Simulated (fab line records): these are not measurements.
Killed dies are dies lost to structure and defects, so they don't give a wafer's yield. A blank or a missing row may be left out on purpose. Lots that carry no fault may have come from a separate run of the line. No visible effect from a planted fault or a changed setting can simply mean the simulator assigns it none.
Chamber matching / flow n5 finfet / rie diel-06 running N5_BEOL_M15_DESCUM_33: 4 sister chambers
The step chemistry O2, time 7.9 s. 4 wafers are shown with their chamber, then 7 later ones without.

WAFERS PAIRED WITH THEIR CHAMBERS
wafer=L084.2; chamber=3; showerhead plenum p Torr (Torr)=2.21
wafer=L089.4; chamber=1; showerhead plenum p Torr (Torr)=2.06
wafer=L088.1; chamber=2; showerhead plenum p Torr (Torr)=2.16
wafer=L088.4; chamber=0; showerhead plenum p Torr (Torr)=2.04

WAFERS MISSING THEIR CHAMBER
wafer=L088.5; showerhead plenum p Torr (Torr)=2.16
wafer=L090.3; showerhead plenum p Torr (Torr)=2.15
wafer=L090.5; showerhead plenum p Torr (Torr)=2.20
wafer=L090.6; showerhead plenum p Torr (Torr)=2.04
wafer=L096.1; showerhead plenum p Torr (Torr)=2.05
wafer=L096.4; showerhead plenum p Torr (Torr)=2.03
wafer=L096.6; showerhead plenum p Torr (Torr)=2.20

CHAMBER TAKEN BY EACH
wafer=L088.5; from the rows above=2; in truth=2
wafer=L090.3; from the rows above=2; in truth=2
wafer=L090.5; from the rows above=3; in truth=3
wafer=L090.6; from the rows above=0; in truth=0
wafer=L096.1; from the rows above=can't be placed: 0 or 1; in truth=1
wafer=L096.4; from the rows above=0; in truth=0
wafer=L096.6; from the rows above=3; in truth=3
Correct placement for 6 of the 7. From these rows, 1 cannot be placed; in 1 the true chamber is one of the candidates. Placed wrongly: 0.
How it was worked out, from the rows above alone: a wafer's distance from a chamber is the root of the sum, over the readings, of the square of ((its reading less the chamber's mean) divided by the reading's scatter). The wafer belongs to the nearest chamber; if the next one is less than 2 further off, it can't be placed. Each chamber's mean is taken over the wafers shown for it. The scatter (one wafer shown for each chamber): square how far every hidden wafer sits from the nearest shown wafer, average those squares and take the square root.
